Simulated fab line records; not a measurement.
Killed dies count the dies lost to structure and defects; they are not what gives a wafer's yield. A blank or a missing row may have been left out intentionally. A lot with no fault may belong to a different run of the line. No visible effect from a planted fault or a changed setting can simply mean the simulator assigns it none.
Chamber matching	flow n5 finfet	N5_BEOL_M1_VIA_ETCH_34 on rie diel-05: 4 sister chambers
The step etches the open film in C4F6/O2, target depth 67.8 nm, time 64.4 s. 20 wafers are shown with their chamber, then 10 later ones without.

== EACH WAFER AND ITS CHAMBER ==
wafer	chamber	showerhead plenum p Torr (Torr)	throttle valve pct (%)	drypump motor current A (A)
L074.1	3	2.81	30.83	5.6
L074.2	1	2.79	30.74	5.2
L074.3	2	2.93	30.39	6.0
L079.2	0	2.85	30.81	6.1
L079.3	3	2.81	30.85	5.5
L079.4	1	2.79	30.73	5.2
L080.1	1	2.79	30.74	5.2
L080.3	3	2.81	30.84	5.6
L080.5	1	2.79	30.75	5.2
L081.1	1	2.79	30.75	5.2
L081.4	0	2.85	30.83	6.1
L081.6	1	2.79	30.75	5.2
L082.1	0	2.85	30.80	6.2
L082.4	1	2.79	30.74	5.2
L082.5	2	2.92	30.40	6.0
L084.1	3	2.80	30.86	5.6
L084.4	1	2.79	30.75	5.2
L084.5	2	2.92	30.40	6.0
L089.1	3	2.80	30.86	5.6
L089.2	2	2.92	30.40	6.0

SIGNATURES (means of the wafers above)
reading	chamber 0	chamber 1	chamber 2	chamber 3	scatter within a chamber
showerhead plenum p Torr	2.8500	2.7900	2.9225	2.8060	0.00349
throttle valve pct	30.8133	30.7437	30.3975	30.8480	0.01
drypump motor current A	6.133	5.200	6.000	5.580	0.0303
Rule: a wafer lies at a distance from a chamber equal to the root of the sum of squares, over the readings, of (its reading less the chamber's mean, divided by the reading's scatter). The wafer belongs to the nearest chamber; if the next one is less than 2 further off, it can't be placed. The scatter is the square root of a quotient: the sum, over the shown wafers, of each reading's squared deviation from its chamber's mean, divided by wafers minus chambers.

== WAFERS MISSING THEIR CHAMBER ==
wafer	showerhead plenum p Torr (Torr)	throttle valve pct (%)	drypump motor current A (A)
L089.4	2.84	30.84	6.1
L090.1	2.78	30.76	5.2
L090.2	2.80	30.84	5.6
L090.3	2.92	30.39	6.0
L093.3	2.79	30.86	5.6
L093.4	2.78	30.77	5.2
L093.6	2.78	30.76	5.2
L095.2	2.84	30.84	6.2
L095.3	2.78	30.76	5.2
L095.6	2.79	30.87	5.6

== WHICH CHAMBER EACH WENT THROUGH ==
wafer	from the rows above	in truth
L089.4	0	0
L090.1	1	1
L090.2	3	3
L090.3	2	2
L093.3	3	3
L093.4	1	1
L093.6	1	1
L095.2	0	0
L095.3	1	1
L095.6	3	3
Correctly placed: 10 of 10. Can't be placed from these rows: 0. Placed wrongly: 0.
